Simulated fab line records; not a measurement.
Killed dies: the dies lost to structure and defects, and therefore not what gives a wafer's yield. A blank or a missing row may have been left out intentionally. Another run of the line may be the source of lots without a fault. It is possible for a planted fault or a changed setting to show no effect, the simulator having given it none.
fab line records -- flow nand-harc
record lots=12, wafers=34, last-day=35
route steps=1302 shown A_CHANNEL_HOLE_D2@595 A_CHANNEL_FILL_D2@613 END@1302
lots untouched by any fault: they come from a run of this same line in which no faults occurred
start-h: hours from the record's opening day to when the first of the lot's shown wafers began -- wait-h: how many hours have passed since the lot's step before this one -- " identical to the entry in the row above -- L1.1+2: several wafers, shown together as one row -- - value missing, or start not given -- * or withheld: withheld -- < > ~ a bound
route shown NAME@n: NAME is a module with steps in the file, n the number in the route of the first one -- usual: mean/standard deviation of fault-free wafers -- same: alike in all rows -- chamber/n: place in a boat -- sites: the reading at each site -- _std_site: how widely they spread, as a standard deviation -- _edge_site: the outer-site mean with the inner-site mean subtracted -- radius-mm: for every site, how far away it sits from the centre of the wafer -- mask NAME#n: copy n -- behind: tool/chamber where the wafer was last shaped -- hold: what put the lot on hold/how long, in hours/how the hold closed -- device: whichever transistor did not switch (one of n, p or np) -- end of line: at the end of the route, the tests of the same wafers -- a step without rows: its recipe alone -- killed: not the wafer's yield, but the dies lost to structure and defects at the first sort -- map: shows each die of a wafer: x if killed, . if not, _ if none is there
set.NAME: the setting as run; set.NAME@STEP: as run at that earlier step -- model.NAME: the simulator's own value behind a step, which no gauge read
a sample of lots followed through the steps of the route, with each step as a table and each wafer as a row
services: a tool's chamber out of use, with start hour (start-h, from the record's first day; less than 0 if before it), hours out, and reason
## steps
# step NHARC_A_CHANNEL_HOLE_D2_ETCH_23
# recipe bias-v=5000, source-w=withheld, pressure-mtorr=20, time-s=819, ar-flow-sccm=375, c4f8-flow-sccm=89.3, o2-flow-sccm=35.7, temp-c=-20, target-depth-a=16000, chemistry=C4F8/O2/Ar
# usual drypump-motor-current-A=5.89/0.16, he-backside-leak-sccm=6.5/0.8, showerhead-plenum-p-Torr=3.66/0.15, throttle-valve-pct=32.155/0.0092
lot.wafer,tool,chamber,start-h,wait-h,drypump-motor-current-A,he-backside-leak-sccm,rf-hours-counter-h,showerhead-plenum-p-Torr,throttle-valve-pct
L486.2,har-etch-01,1,294.05,0.5,6.05,6.5,146,3.52,32.149
L486.3,har-etch-01,0,294.05,0.5,5.93,6.1,-,3.70,32.158
L486.6,har-etch-01,0,294.05,0.5,5.98,6.1,-,3.70,32.164
L487.1,har-etch-02,1,296.53,0.9,5.64,7.1,363,3.65,32.147
L487.4,har-etch-02,1,296.53,0.9,5.63,12.0,-,3.65,32.161
L487.5,har-etch-02,1,296.53,0.9,5.65,7.3,-,3.65,32.153
L488.1,har-etch-02,1,325.57,0.5,5.64,7.3,381,3.64,32.154
L488.3,har-etch-02,0,325.57,0.5,5.84,7.0,-,3.93,32.159
L488.4,har-etch-02,1,325.57,0.5,5.63,7.2,-,3.64,32.148
L493.2,har-etch-01,1,368.92,0.5,6.06,6.9,193,3.49,32.143
L493.1,har-etch-01,0,368.92,0.5,5.99,5.8,193,3.68,32.151
L495.2,har-etch-01,1,386.67,0.5,6.06,6.8,204,3.49,32.155
L495.3,har-etch-01,0,386.67,0.5,5.96,6.2,-,3.67,32.164
L502.1,har-etch-01,1,462.43,0.5,6.06,7.2,250,3.46,32.154
L502.6,har-etch-01,0,462.43,0.5,5.99,6.2,-,3.64,32.135
L502.5,har-etch-01,1,462.43,0.5,6.10,7.4,-,3.46,32.149
L503.4,har-etch-02,0,465.86,0.5,5.87,5.4,-,3.89,32.173
L503.3,har-etch-02,1,465.86,0.5,5.63,5.6,-,3.60,32.154
L503.6,har-etch-02,1,465.86,0.5,5.68,5.8,-,3.60,32.159
L504.1,har-etch-01,1,466.49,0.5,6.05,7.1,254,3.46,32.158
L504.3,har-etch-01,1,466.49,0.5,6.04,10.1,-,3.46,32.163
L504.6,har-etch-01,1,466.49,0.5,6.04,7.1,-,3.46,32.162
L506.4,har-etch-02,1,488.85,0.5,5.71,6.0,-,3.59,32.158
L506.5,har-etch-02,0,488.85,0.5,5.87,5.8,-,3.88,32.159
L506.6,har-etch-02,1,488.85,0.5,5.67,5.8,-,3.59,32.142
L507.2,har-etch-02,0,505.79,0.5,5.88,5.8,66,3.87,32.169
L507.1,har-etch-02,1,505.79,0.5,5.66,5.8,66,3.59,32.171
L507.5,har-etch-02,0,505.79,0.5,5.91,5.8,-,3.87,32.159
L508.1,har-etch-01,1,506.18,0.5,6.07,7.3,281,3.45,32.151
L508.2,har-etch-01,0,506.18,0.5,6.03,6.9,281,3.63,32.141
L508.3,har-etch-01,1,506.18,0.5,6.04,7.3,-,3.45,32.151
L509.2,har-etch-02,0,534.92,0.5,5.86,5.7,81,3.87,32.181
L509.3,har-etch-02,1,534.92,0.5,5.63,6.4,-,3.58,32.159
L509.5,har-etch-02,1,534.92,0.5,5.67,6.1,-,3.58,32.150
# step NHARC_A_CHANNEL_FILL_D2_ALD_03
# recipe target-thk-a=60, pulse-time-s=60, ald-cycles=58, temp-c=630, pressure-torr=2, material=SiNx
# usual precursor-pulse-height-rel=0.998/0.021
lot.wafer,tool,chamber,start-h,wait-h,precursor-pulse-height-rel
L486.2,ald-sin-batch-02,0,-,-,0.970
L486.3,ald-sin-batch-02,0,-,-,0.971
L486.6,ald-sin-batch-02,0,-,-,0.990
L487.1,ald-sin-batch-02,0,-,-,0.987
L487.4,ald-sin-batch-02,0,-,-,1.018
L487.5,ald-sin-batch-02,0,-,-,1.028
L488.1,ald-sin-batch-02,0,-,-,0.996
L488.3,ald-sin-batch-02,0,-,-,1.000
L488.4,ald-sin-batch-02,0,-,-,0.998
L493.1,ald-sin-batch-01,0,-,-,1.014
L493.2,ald-sin-batch-01,0,-,-,0.995
L495.2,ald-sin-batch-02,0,-,-,1.003
L495.3,ald-sin-batch-02,0,-,-,1.010
L502.1,ald-sin-batch-02,0,-,-,0.980
L502.5,ald-sin-batch-02,0,-,-,1.019
L502.6,ald-sin-batch-02,0,-,-,1.005
L503.3,ald-sin-batch-01,0,-,-,1.009
L503.4,ald-sin-batch-01,0,-,-,0.988
L503.6,ald-sin-batch-01,0,-,-,0.995
L504.1,ald-sin-batch-01,0,-,-,1.015
L504.3,ald-sin-batch-01,0,-,-,0.991
L504.6,ald-sin-batch-01,0,-,-,0.928
L506.4,ald-sin-batch-03,0,-,-,1.022
L506.5,ald-sin-batch-03,0,-,-,1.007
L506.6,ald-sin-batch-03,0,-,-,0.975
L507.1,ald-sin-batch-02,0,-,-,1.008
L507.2,ald-sin-batch-02,0,-,-,0.987
L507.5,ald-sin-batch-02,0,-,-,1.013
L508.1,ald-sin-batch-02,0,-,-,1.034
L508.2,ald-sin-batch-02,0,-,-,1.026
L508.3,ald-sin-batch-02,0,-,-,0.961
L509.2,ald-sin-batch-01,0,-,-,0.989
L509.3,ald-sin-batch-01,0,-,-,1.014
L509.5,ald-sin-batch-01,0,-,-,1.005
# step NHARC_A_CHANNEL_FILL_D2_ETCHBACK_19
# recipe target-depth-a=50, time-s=1.7, hbr-flow-sccm=150, cl2-flow-sccm=50, rf-w=400, icp-w=400, bias-w=100, chemistry=HBr/Cl2
# usual drypump-motor-current-A=5.8/0.51, he-backside-leak-sccm=2.68/0.26, mfc-cl2-sccm=50.00/0.16, oes-product-au=1.002/0.0082, throttle-valve-pct=26.406/0.0097
lot.wafer,tool,chamber,start-h,wait-h,drypump-motor-current-A,he-backside-leak-sccm,mfc-cl2-sccm,oes-product-au,rf-hours-counter-h,throttle-valve-pct
L486.2,rie-si-02,3,322.34,0.4,6.2,2.58,50.09,0.991,0.19,26.410
L486.3,rie-si-02,0,322.34,0.4,5.0,2.48,50.07,0.995,0.30,26.408
L486.6,rie-si-02,1,322.34,0.4,5.9,2.63,49.90,1.010,-,26.416
L487.4,rie-si-06,3,329.05,0.4,6.5,2.83,50.03,0.994,0.31,26.398
L487.1,rie-si-06,1,329.05,0.4,5.6,2.56,50.26,1.000,0.32,26.408
L487.5,rie-si-06,3,329.05,0.4,6.5,2.96,49.99,1.008,-,26.408
L488.3,rie-si-02,2,354.36,0.4,5.7,2.80,49.93,0.999,0.39,26.400
L488.4,rie-si-02,3,354.36,0.4,6.3,2.69,49.79,1.001,0.34,26.412
L488.1,rie-si-02,0,354.36,0.4,5.0,2.67,49.98,0.993,0.45,26.416
L493.1,rie-si-02,2,398.88,0.4,5.7,2.76,50.30,0.784,0.70,26.397
L493.2,rie-si-02,0,398.88,0.4,5.0,2.50,50.14,0.781,0.69,26.423
L495.2,rie-si-02,2,415.15,0.4,5.7,2.86,50.08,0.785,0.80,26.399
L495.3,rie-si-02,3,415.15,0.4,6.3,2.69,49.92,0.996,0.73,26.406
L502.1,rie-si-05,3,491.50,0.4,5.6,2.43,49.85,0.994,0,26.393
L502.6,rie-si-05,2,491.50,0.4,5.0,2.69,50.05,1.022,-,26.398
L502.5,rie-si-05,3,491.50,0.4,5.6,2.46,49.92,1.005,-,26.403
L504.3,rie-si-05,1,500.95,0.4,4.9,2.75,49.69,1.002,0.03,26.431
L504.1,rie-si-05,0,500.95,0.4,5.7,2.33,50.00,0.999,0.03,26.395
L504.6,rie-si-05,1,500.95,0.4,4.9,2.70,49.86,1.014,-,26.398
L503.4,rie-si-02,2,500.96,0.4,5.7,2.74,50.00,0.995,0.34,26.399
L503.3,rie-si-02,0,500.96,0.4,5.1,2.47,50.03,1.001,0.23,26.405
L503.6,rie-si-02,2,500.96,0.4,5.7,2.78,50.00,1.004,-,26.423
L506.4,rie-si-02,0,517.74,0.4,5.0,2.47,49.82,1.011,0.40,26.401
L506.5,rie-si-02,3,517.74,0.4,6.3,2.69,50.12,1.000,-,26.425
L506.6,rie-si-02,0,517.74,0.4,5.0,2.62,50.04,0.988,-,26.409
L508.1,rie-si-02,0,537.65,0.4,5.0,2.64,50.09,0.994,0.45,26.404
L508.2,rie-si-02,1,537.65,0.4,5.9,2.91,50.09,1.008,0.48,26.404
L508.3,rie-si-02,2,537.65,0.4,5.6,2.86,50.04,1.005,0.51,26.406
L507.2,rie-si-06,2,537.66,0.4,6.0,2.60,50.09,1.003,0.61,26.411
L507.1,rie-si-06,3,537.66,0.4,6.5,2.93,50.10,0.996,0.61,26.397
L507.5,rie-si-06,3,537.66,0.4,6.5,2.91,49.96,0.999,-,26.404
L509.3,rie-si-02,2,563.74,0.4,5.7,2.77,49.89,0.985,0.66,26.403
L509.2,rie-si-02,0,563.74,0.4,5.0,2.42,50.03,0.995,0.63,26.390
L509.5,rie-si-02,2,563.74,0.4,5.7,2.69,50.23,0.985,-,26.410
# step NHARC_A_CHANNEL_FILL_D2_STRIP_29
# recipe time-s=20, o2-flow-sccm=500, ar-flow-sccm=0, bias-w=0, chemistry=O2
# usual drypump-motor-current-A=5.5/0.44, oes-product-au=0.997/0.0088, rf-vpp-V=57.9/0.82, showerhead-plenum-p-Torr=3.52/0.12, throttle-valve-pct=17.036/0.0086
lot.wafer,tool,chamber,start-h,wait-h,drypump-motor-current-A,oes-product-au,rf-hours-counter-h,rf-vpp-V,showerhead-plenum-p-Torr,throttle-valve-pct
L486.2,rie-diel-06,0,-,-,5.1,0.988,1,59.0,3.79,17.050
L486.3,rie-diel-06,3,-,-,6.1,0.990,1,56.8,3.45,17.043
L486.6,rie-diel-06,0,-,-,5.1,1.001,-,57.9,3.79,17.036
L487.4,rie-diel-06,2,-,-,5.3,0.996,1,59.4,3.48,17.045
L487.1,rie-diel-06,3,-,-,6.1,0.998,1,56.6,3.45,17.041
L487.5,rie-diel-06,1,-,-,5.4,0.995,-,58.3,3.43,17.031
L488.1,rie-diel-01,3,-,-,5.6,1.009,29,57.2,3.37,17.042
L488.4,rie-diel-01,0,-,-,6.5,0.999,30,56.9,3.53,17.034
L488.3,rie-diel-01,2,-,-,5.9,0.997,31,58.9,3.67,17.047
L493.1,rie-diel-06,2,-,-,5.3,0.996,3,57.4,3.48,17.042
L493.2,rie-diel-06,3,-,-,6.1,0.988,3,55.8,3.45,17.024
L495.3,rie-diel-06,3,-,-,6.1,0.993,3,58.2,3.45,17.041
L495.2,rie-diel-06,2,-,-,5.3,0.987,4,57.4,3.48,17.042
L502.1,rie-diel-03,1,-,-,5.7,0.990,2,57.7,3.59,17.039
L502.5,rie-diel-03,0,-,-,6.0,0.995,-,58.8,3.47,17.033
L502.6,rie-diel-03,1,-,-,5.7,1.002,-,57.6,3.58,17.028
L503.3,rie-diel-03,2,-,-,5.0,1.008,2,57.3,3.39,17.031
L503.4,rie-diel-03,1,-,-,5.7,0.995,2,57.9,3.58,17.025
L503.6,rie-diel-03,3,-,-,5.0,1.012,-,58.4,3.60,17.033
L504.3,rie-diel-06,1,518.63,0.1,5.5,1.002,0,56.8,3.42,17.030
L504.1,rie-diel-06,2,518.63,0.1,5.3,0.999,0,57.2,3.48,17.031
L504.6,rie-diel-06,2,518.63,0.1,5.3,1.010,-,58.2,3.48,17.038
L506.4,rie-diel-06,1,-,-,5.4,0.983,1,57.7,3.42,17.020
L506.5,rie-diel-06,3,-,-,6.1,1.008,-,56.7,3.45,17.038
L506.6,rie-diel-06,0,-,-,5.1,0.996,-,58.5,3.79,17.027
L508.1,rie-diel-01,3,-,-,5.6,0.996,33,57.9,3.36,17.045
L508.3,rie-diel-01,1,-,-,5.3,1.007,36,56.9,3.58,17.023
L508.2,rie-diel-01,2,-,-,5.9,1.008,30,58.0,3.65,17.042
L507.2,rie-diel-03,1,-,-,5.7,0.993,3,57.9,3.58,17.046
L507.1,rie-diel-03,2,-,-,5.0,1.004,3,57.2,3.39,17.033
L507.5,rie-diel-03,3,-,-,5.0,0.997,-,58.4,3.59,17.014
L509.3,rie-diel-03,0,-,-,6.0,1.003,4,57.2,3.47,17.028
L509.2,rie-diel-03,2,-,-,5.0,1.001,3,57.2,3.39,17.029
L509.5,rie-diel-03,3,-,-,5.0,1.001,-,59.3,3.60,17.041
# step NHARC_END_SORT_01
# recipe temp-c=25
# usual killed-at-array=44/16, killed-at-other=0.6/1.1, killed-at-periphery=3.9/2.6, killed-dies=48/16, killed-open=3.1/1.9, killed-short=2.4/1.8
# same gross-dies=677
lot.wafer,tool,chamber,start-h,wait-h,killed-at-array,killed-at-other,killed-at-periphery,killed-dies,killed-open,killed-short
L487.1,prober-01,0,577.11,2.5,63,0,4,67,2,3
L487.4,prober-01,0,579.55,3.5,61,0,6,67,5,1
L487.5,prober-01,0,580.37,3.8,64,0,2,66,6,5
L493.1,prober-01,0,638.73,2.5,42,2,3,47,4,7
# killed by level:class
L487.1 A_CHANNEL_HOLE_D2:chamber-film-flake=29 A_CHANNEL_HOLE_D1:chamber-film-flake=19 A_DECK1_JOINT:chamber-film-flake=3 A_STAIRCASE:chamber-film-flake=3 P_BONDPAD:chamber-film-flake=2 A_WL_FILL:chamber-film-flake=2 A_CONTACT:chamber-film-flake=2 P_ZERO_WELL:geometric-particle:short=1
L487.4 A_CHANNEL_HOLE_D2:chamber-film-flake=26 A_CHANNEL_HOLE_D1:chamber-film-flake=24 P_STI:chamber-film-flake=3 A_DECK1_JOINT:chamber-film-flake=3 P_BONDPAD:chamber-film-flake=2 A_WL_FILL:chamber-film-flake=2 P_CONTACT:geometric-particle:open=1 A_CHANNEL_HOLE_D1:geometric-particle:short=1
L487.5 A_CHANNEL_HOLE_D2:chamber-film-flake=26 A_CHANNEL_HOLE_D1:chamber-film-flake=22 A_CHANNEL_FILL_D1:geometric-particle:open=2 A_CONTACT:geometric-particle:short=2 A_M0:geometric-particle:open=2 A_STAIRCASE:chamber-film-flake=2 A_WL_FILL:chamber-film-flake=2 P_CONTACT:geometric-particle:short=1
L493.1 A_SLIT:chamber-film-flake=20 A_CHANNEL_HOLE_D2:chamber-film-flake=5 A_CONTACT:chamber-film-flake=5 A_STAIRCASE:chamber-film-flake=3 P_CONTACT:geometric-particle:open=2 A_ONON_D2:geometric-particle:short=2 STARTING-WAFER:geometric-particle:short=2 A_CHANNEL_HOLE_D1:chamber-film-flake=2
## services
tool,chamber,start-h,hours,kind
rie-si-02,-,277.00,9.0,pm
rie-diel-03,-,281.31,9.0,pm
rie-diel-06,-,283.70,0.5,repair
rie-diel-01,0,285.46,4.9,repair
rie-diel-01,3,294.53,9.9,repair
rie-si-05,-,305.00,9.0,pm
rie-diel-06,-,307.20,9.0,pm
rie-si-02,2,320.35,8.7,repair
rie-diel-01,1,332.95,14.2,repair
rie-si-06,-,333.95,0.3,repair
har-etch-02,-,377.00,17.0,pm
rie-diel-03,2,384.41,11.2,repair
rie-diel-06,-,403.19,0.2,repair
rie-si-02,-,454.00,9.0,pm
rie-diel-03,1,454.16,3.1,repair
rie-diel-03,-,458.31,9.0,pm
rie-diel-03,2,479.08,3.6,repair
rie-diel-03,-,483.24,1.3,repair
rie-diel-06,-,484.20,9.0,pm
rie-diel-06,0,504.02,19.2,repair
ald-sin-batch-01,-,506.00,26.0,pm
rie-si-02,-,514.95,0.3,repair
rie-diel-06,-,574.07,0.5,repair
rie-diel-06,2,578.23,2.0,repair
## key
first-sign step=NHARC_A_CHANNEL_FILL_D2_ETCHBACK_19, reading=oes-product-au, direction=down, sigmas=27, usual=1.002, struck=0.783
effect none on later readings
met-at NHARC_A_CHANNEL_FILL_D2_ETCHBACK_19
struck-lots L493,L495
struck-wafers L493.1,L493.2,L495.2
tester-left-out L493,L495
not-acting-at NHARC_A_CHANNEL_HOLE_D2_ETCH_23,NHARC_A_CHANNEL_FILL_D2_ALD_03,NHARC_A_CHANNEL_FILL_D2_STRIP_29
onset-between 354.36 398.88
fault kind=process-parameter-drift, tool=rie-si-02, chamber=-, onset-h=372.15, steps=NHARC_A_CHANNEL_FILL_D2_ETCHBACK_19, channel=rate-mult, offset=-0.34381, shape=step, end-h=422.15, scope=struck-wafers-only
# tester-left-out: of these lots the tester's yield and bins aren't shown, on N5 and GAA mostly nor the transistor test; their killed dies are dies lost to structure and defects alone, not to doping, threshold or leakage, so they don't give the yield
